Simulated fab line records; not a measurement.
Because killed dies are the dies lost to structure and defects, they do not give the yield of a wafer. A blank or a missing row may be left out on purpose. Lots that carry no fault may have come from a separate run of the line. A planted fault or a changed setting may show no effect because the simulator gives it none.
The tool behind it: which one? + flow nand_harc + 42 wafers from 14 lots sampled at 5 of the route's 1302 steps

## WHAT THE GAUGES READ, wafer by wafer
NHARC_HYBRID_BOND_OVL_MEAS_05. Usual: overlay_x_nm 4 nm, standard deviation 36; overlay_y_nm 5 nm, standard deviation 32.
| lot  | measured     | on         | overlay_x_nm (nm) | overlay_y_nm (nm) | flag |
|------|--------------|------------|-------------------|-------------------|------|
| L655 | day 24 07:43 | overlay-02 | 62 -36 9          | 25 -43 2          |      |
| L656 | day 23 23:15 | overlay-02 | -17 58 48         | 41 -12 14         |      |
| L657 | day 24 19:02 | overlay-01 | 0 16 -62          | 47 9 12           |      |
| L659 | day 25 14:18 | overlay-02 | 14 23 -34         | 20 -36 5          |      |
| L658 | day 25 06:24 | overlay-01 | -1 30 50          | 32 16 15          |      |
| L660 | day 26 06:08 | overlay-01 | -70 -21 39        | -9 50 20          |      |
| L661 | day 26 06:08 | overlay-02 | 72 52 -9          | -45 9 5           |      |
| L662 | day 26 17:58 | overlay-02 | -9 -20 25         | 43 11 -54         |      |
| L663 | day 27 11:25 | overlay-01 | -10 -3 -12        | 6 57 10           |      |
| L664 | day 27 23:34 | overlay-01 | 43 -13 17         | -4 -49 0          |      |
| L677 | day 32 13:58 | overlay-02 | -50 -9 -70        | 1 -45 70          |      |
| L678 | day 33 23:01 | overlay-02 | -21 18 -5         | -14 3 -24         |      |

NHARC_END_SORT_01. Usual: for defect_limited_yield, 91.1 % with a standard deviation of 2.8; for killed_at_array, 55 with a standard deviation of 19; for killed_at_other, 0.9 with a standard deviation of 1.4; for killed_at_periphery, 3.8 with a standard deviation of 2.9; for killed_dies, 60 with a standard deviation of 19; for killed_open, 3.3 with a standard deviation of 1.8; for killed_short, 2.6 with a standard deviation of 1.6.
| lot  | measured     | on        | defect_limited_yield (%) | killed_at_array | killed_at_other | killed_at_periphery | killed_dies | killed_open | killed_short | flag |
|------|--------------|-----------|--------------------------|-----------------|-----------------|---------------------|-------------|-------------|--------------|------|
| L666 | day 29 16:59 | prober-02 | 0 0 0                    | 70 67 77        | 3 1 1           | 604 609 599         | 677 677 677 | 7 4 3       | 1 1 1        | OFF  |
| L670 | day 30 08:08 | prober-01 | 0.3 0.1 0.4              | 48 48 58        | 0 1 1           | 627 627 615         | 675 676 674 | 5 5 3       | 4 4 3        | OFF  |

## WHAT TOOL EACH LOT RAN ON (gives the tool, then ch and the chambers of the sampled wafers, and finally the start)
| lot  | NHARC_P_BONDPAD_ECD_18         | NHARC_A_BONDPAD_PRE_CLEAN_26            | NHARC_A_BONDPAD_CMP_19        |
|------|--------------------------------|-----------------------------------------|-------------------------------|
| L655 | ecd_cu-01 ch 0,1, day 6 23:43  | pvd_sputter-02, day 23 21:43 or earlier | cmp-04 ch 2,3, day 23 21:43   |
| L656 | ecd_cu-02 ch 0,1, day 7 02:31  | pvd_sputter-01, day 23 13:15 or earlier | cmp-03 ch 2,3, day 23 13:15   |
| L657 | ecd_cu-01 ch 0,1, day 7 12:18  | pvd_sputter-02, day 24 11:26 or earlier | cmp-02 ch 1,2,3, day 24 11:26 |
| L659 | ecd_cu-02 ch 0,1, day 8 04:52  | pvd_sputter-02, day 25 04:07 or earlier | cmp-02 ch 0,1, day 25 04:07   |
| L658 | ecd_cu-02 ch 0, day 8 05:17    | pvd_sputter-03, day 24 19:58 or earlier | cmp-02 ch 0,2,3, day 24 19:58 |
| L660 | ecd_cu-02 ch 0,1, day 8 20:16  | pvd_sputter-01, day 25 19:55 or earlier | cmp-03 ch 1,2,3, day 25 19:55 |
| L661 | ecd_cu-02 ch 0,1, day 9 07:32  | pvd_sputter-02, day 25 16:58 or earlier | cmp-02 ch 0,1,2, day 25 16:58 |
| L662 | ecd_cu-02 ch 0,1, day 9 15:37  | pvd_sputter-03, day 26 05:24 or earlier | cmp-04 ch 0,1,3, day 26 05:24 |
| L663 | ecd_cu-02 ch 0, day 10 02:43   | pvd_sputter-03, day 26 20:46 or earlier | cmp-02 ch 1,2,3, day 26 20:46 |
| L664 | ecd_cu-01 ch 0,1, day 10 20:47 | pvd_sputter-03, day 27 15:55 or earlier | cmp-03 ch 0,1, day 27 15:55   |
| L666 | ecd_cu-01 ch 0,1, day 11 08:07 | -                                       | -                             |
| L670 | ecd_cu-01 ch 0,1, day 12 17:28 | -                                       | -                             |
| L677 | ecd_cu-02 ch 0,1, day 15 18:10 | pvd_sputter-03, day 32 04:00 or earlier | cmp-02 ch 0,2,3, day 32 04:00 |
| L678 | ecd_cu-01 ch 0,1, day 16 13:11 | pvd_sputter-03, day 33 12:37 or earlier | cmp-04 ch 0,1,2, day 33 12:37 |
- NHARC_P_BONDPAD_ECD_18: material Cu, target thk 400 nm.
- NHARC_A_BONDPAD_PRE_CLEAN_26: time 30 s.
- NHARC_A_BONDPAD_CMP_19: polishes, t overpolish 30 s, cu recess touch 16 s, target thk 169.82 nm.

## AS READ BY THE TOOLS THEMSELVES (means over the sampled wafers that have a number; for cases with no such wafer, the mark the record gives instead)
NHARC_A_BONDPAD_PRE_CLEAN_26. Usual: heater_power_w 425 W, standard deviation 55; susceptor_temp_C 279.98 C, standard deviation 0.18.
| lot  | tool           | heater_power_w (W) | susceptor_temp_C (C) | flag |
|------|----------------|--------------------|----------------------|------|
| L655 | pvd_sputter-02 | 443                | 279.94               |      |
| L656 | pvd_sputter-01 | 393                | 280.02               |      |
| L657 | pvd_sputter-02 | 387                | 279.77               |      |
| L659 | pvd_sputter-02 | 445                | 280.03               |      |
| L658 | pvd_sputter-03 | 463                | -                    | OFF  |
| L660 | pvd_sputter-01 | 413                | 279.95               |      |
| L661 | pvd_sputter-02 | 394                | 279.74               |      |
| L662 | pvd_sputter-03 | 468                | 279.91               |      |
| L663 | pvd_sputter-03 | 500                | 280.07               |      |
| L664 | pvd_sputter-03 | 445                | 280.10               |      |
| L677 | pvd_sputter-03 | 463                | 280.01               |      |
| L678 | pvd_sputter-03 | 462                | 280.09               |      |

NHARC_A_BONDPAD_CMP_19. Usual: edge_zone_pressure_frac 1.000, standard deviation 0.0054; motor_current_A 12.3 A, standard deviation 1.5; overpolish_run_s 29.999 s, standard deviation 0.0088; pad_life_wafers 204, standard deviation 110.
| lot  | tool   | edge_zone_pressure_frac | motor_current_A (A) | overpolish_run_s (s) | pad_life_wafers | flag |
|------|--------|-------------------------|---------------------|----------------------|-----------------|------|
| L655 | cmp-04 | 1.006                   | 13.5                | 29.997               | 132             |      |
| L656 | cmp-03 | 0.998                   | 11.2                | 29.994               | 306             |      |
| L657 | cmp-02 | 0.996                   | 11.6                | 29.994               | 110             |      |
| L659 | cmp-02 | 0.998                   | 12.7                | 29.995               | 175             |      |
| L658 | cmp-02 | 0.997                   | 13.0                | 30.001               | 146             |      |
| L660 | cmp-03 | 0.993                   | 11.5                | 29.999               | 110             |      |
| L661 | cmp-02 | 1.001                   | 12.9                | 30.007               | 242             |      |
| L662 | cmp-04 | 0.997                   | 13.3                | 30.012               | 385             |      |
| L663 | cmp-02 | 0.999                   | 11.3                | 30.004               | 332             |      |
| L664 | cmp-03 | 0.994                   | 10.5                | 30.005               | 313             |      |
| L677 | cmp-02 | 1.004                   | 12.9                | 30.000               | 85              |      |
| L678 | cmp-04 | 1.004                   | 12.8                | 30.006               | 267             |      |

## THE ANSWER, worked out from the rows above alone
Rule: a lot counts as off when the mean over its wafers that have a number is more than 3 standard deviations away from the usual mean. A lot without any number at a reading at which 4 lots or more have one is off too. Any other lot the step has rows for is counted as sound. The gauges are gone through in route order, then the tools' own readings, and for those a lot's mean is taken as printed above. The first step at which some lot is off is used, and at that step the reading that is off furthest; a lot without a number counts as furthest.
Off: L666, L670, at NHARC_END_SORT_01 (killed_at_periphery). Neither off nor sound, because the step has no rows for them: L655, L656, L657, L659, L658, L660, L661, L662, L663, L664, L677, L678.
If a tool, at a process step before that reading, ran all the lots that are off and no sound lot after the first of them, it fits. The gauges at NHARC_END_SORT_01 are tried like those tools. One candidate fits, namely ecd_cu-01 at NHARC_P_BONDPAD_ECD_18. It ran no sound lot before its first lot that is off in this sample, so the start can't be narrowed down.

## WHAT THE SIMULATOR HAD INSERTED
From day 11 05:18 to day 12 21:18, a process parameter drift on ecd_cu-01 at NHARC_P_BONDPAD_ECD_18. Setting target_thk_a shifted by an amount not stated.
Shown lots that were struck: L666, L670. This agrees with what the rule above found.
